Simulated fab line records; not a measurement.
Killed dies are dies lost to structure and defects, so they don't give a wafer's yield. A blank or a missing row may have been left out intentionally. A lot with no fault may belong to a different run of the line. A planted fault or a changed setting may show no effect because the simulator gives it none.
Matching of chambers | flow nand harc | 4 sister chambers for NHARC_P_GATE_DESCUM_31 on rie diel-11
The step chemistry O2, time 3 s. 16 wafers are shown with their chamber, then 8 later ones without.

== WAFERS WITH THEIR CHAMBER ==
wafer  | chamber | showerhead plenum p Torr (Torr) | drypump motor current A (A) | oes product au (a.u.)
L074.3 | 0       | 1.98                            | 4.7                         | 0.981
L074.5 | 3       | 1.86                            | 5.8                         | 0.986
L074.6 | 2       | 1.96                            | 6.1                         | 0.998
L079.3 | 0       | 1.98                            | 4.7                         | 0.982
L079.4 | 0       | 1.98                            | 4.7                         | 0.977
L079.6 | 2       | 1.96                            | 6.1                         | 0.996
L080.1 | 1       | 1.83                            | 5.3                         | 0.999
L080.2 | 0       | 1.98                            | 4.7                         | 0.996
L080.3 | 2       | 1.96                            | 6.1                         | 0.997
L082.2 | 0       | 1.98                            | 4.7                         | 0.983
L082.3 | 1       | 1.83                            | 5.3                         | 0.996
L082.4 | 3       | 1.85                            | 5.8                         | 0.986
L085.1 | 2       | 1.96                            | 6.2                         | 0.990
L085.3 | 3       | 1.85                            | 5.8                         | 0.985
L085.4 | 0       | 1.98                            | 4.7                         | 0.980
L088.1 | 1       | 1.83                            | 5.3                         | 0.998

SIGNATURES, as means of the wafers listed above
reading                  | chamber 0 | chamber 1 | chamber 2 | chamber 3 | scatter within a chamber
showerhead plenum p Torr | 1.9800    | 1.8300    | 1.9600    | 1.8533    | 0.00236
drypump motor current A  | 4.700     | 5.300     | 6.125     | 5.800     | 0.025
oes product au           | 0.98317   | 0.99767   | 0.99525   | 0.98567   | 0.00468
Rule: distance of a wafer from a chamber = root of the sum over the readings of ((wafer's reading minus chamber's mean) / reading's scatter) squared. If the next closest chamber is less than 2 further off than the closest, the wafer can't be placed; otherwise it belongs to the closest. The scatter: the root of (the sum of the squares of (reading less its chamber's mean) over the shown wafers, divided by (wafers less chambers)).

== WAFERS WITH NO CHAMBER GIVEN ==
wafer  | showerhead plenum p Torr (Torr) | drypump motor current A (A) | oes product au (a.u.)
L088.2 | 1.96                            | 6.1                         | 0.988
L088.6 | 1.85                            | 5.8                         | 0.993
L094.2 | 1.97                            | 4.7                         | 0.975
L094.3 | 1.85                            | 5.8                         | 0.982
L094.6 | 1.85                            | 5.8                         | 0.978
L097.1 | 1.83                            | 5.3                         | 1.008
L097.2 | 1.96                            | 6.1                         | 0.990
L097.5 | 1.97                            | 4.7                         | 0.967

== THE CHAMBER EACH PASSED THROUGH ==
wafer  | from the rows above | in truth
L088.2 | 2                   | 2
L088.6 | 3                   | 3
L094.2 | 0                   | 0
L094.3 | 3                   | 3
L094.6 | 3                   | 3
L097.1 | 1                   | 1
L097.2 | 2                   | 2
L097.5 | 0                   | 0
Correctly placed: 8 of 8. Left unplaced by these rows: 0. Number placed wrongly: 0.
